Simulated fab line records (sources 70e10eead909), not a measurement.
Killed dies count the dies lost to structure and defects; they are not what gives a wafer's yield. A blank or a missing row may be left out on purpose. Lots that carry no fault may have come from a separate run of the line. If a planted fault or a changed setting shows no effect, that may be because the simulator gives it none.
Matching of chambers ; flow nand-harc ; NHARC_A_STAIRCASE_ETCH_253 on rie-diel-07 has 4 sister chambers
The step etches the open film in C4F8/O2, target depth 50 nm, time 20.2 s. 33 wafers are shown with their chamber, then 12 later ones without.

== EACH WAFER AND ITS CHAMBER ==
wafer;chamber;rf-vpp-V (V);oes-product-au (a.u.)
L075.1;2;889;0.940
L075.2;3;900;0.927
L075.3;1;906;0.938
L074.1;2;888;0.956
L074.3;1;905;0.959
L074.4;3;901;0.941
L076.2;1;907;0.957
L076.5;0;900;0.964
L076.6;3;902;0.955
L079.2;3;900;0.903
L079.3;2;888;0.921
L079.5;1;904;0.934
L081.1;0;901;0.916
L081.2;2;888;0.916
L081.5;0;900;0.915
L080.1;0;901;0.972
L080.3;3;901;0.930
L080.6;3;899;0.933
L082.1;1;905;0.967
L082.2;0;900;0.965
L082.6;2;888;0.952
L083.1;2;887;0.946
L083.3;0;900;0.956
L083.5;0;900;0.949
L086.1;3;900;0.977
L086.3;0;901;0.974
L086.6;3;900;0.984
L090.1;1;905;0.978
L090.4;2;887;0.976
L090.5;1;904;0.973
L093.1;3;899;0.957
L093.4;1;904;0.971
L093.5;3;899;0.959

SIGNATURES, as means of the wafers listed above
reading;chamber 0;chamber 1;chamber 2;chamber 3;scatter within a chamber
rf-vpp-V;900.38;905.00;887.86;900.10;0.864
oes-product-au;0.95137;0.95962;0.94386;0.94660;0.0217
Rule: a wafer lies at a distance from a chamber equal to the root of the sum of squares, over the readings, of (its reading less the chamber's mean, divided by the reading's scatter). The wafer belongs to the nearest chamber; if the next one is less than 2 further off, it can't be placed. The scatter is the square root of a quotient: the sum, over the shown wafers, of each reading's squared deviation from its chamber's mean, divided by wafers minus chambers.

== WAFERS MISSING THEIR CHAMBER ==
wafer;rf-vpp-V (V);oes-product-au (a.u.)
L095.2;900;0.937
L095.3;887;0.943
L095.6;900;0.947
L094.1;898;0.950
L094.2;899;0.974
L094.4;903;0.977
L097.3;899;0.970
L097.4;887;0.963
L097.6;903;0.949
L096.1;904;0.927
L096.5;901;0.919
L096.6;899;0.930

== WHICH CHAMBER EACH WENT THROUGH ==
wafer;from the rows above;in truth
L095.2;can't be placed: 3 or 0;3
L095.3;2;2
L095.6;can't be placed: 3 or 0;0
L094.1;can't be placed: 3 or 0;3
L094.2;can't be placed: 3 or 0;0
L094.4;can't be placed: 1 or 0 or 3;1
L097.3;can't be placed: 3 or 0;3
L097.4;2;2
L097.6;can't be placed: 1 or 0 or 3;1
L096.1;1;1
L096.5;can't be placed: 3 or 0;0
L096.6;can't be placed: 3 or 0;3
3 of 12 placed correctly. Cannot be placed on the basis of these rows: 9; the candidates contain the true chamber in 9. Number placed wrongly: 0.
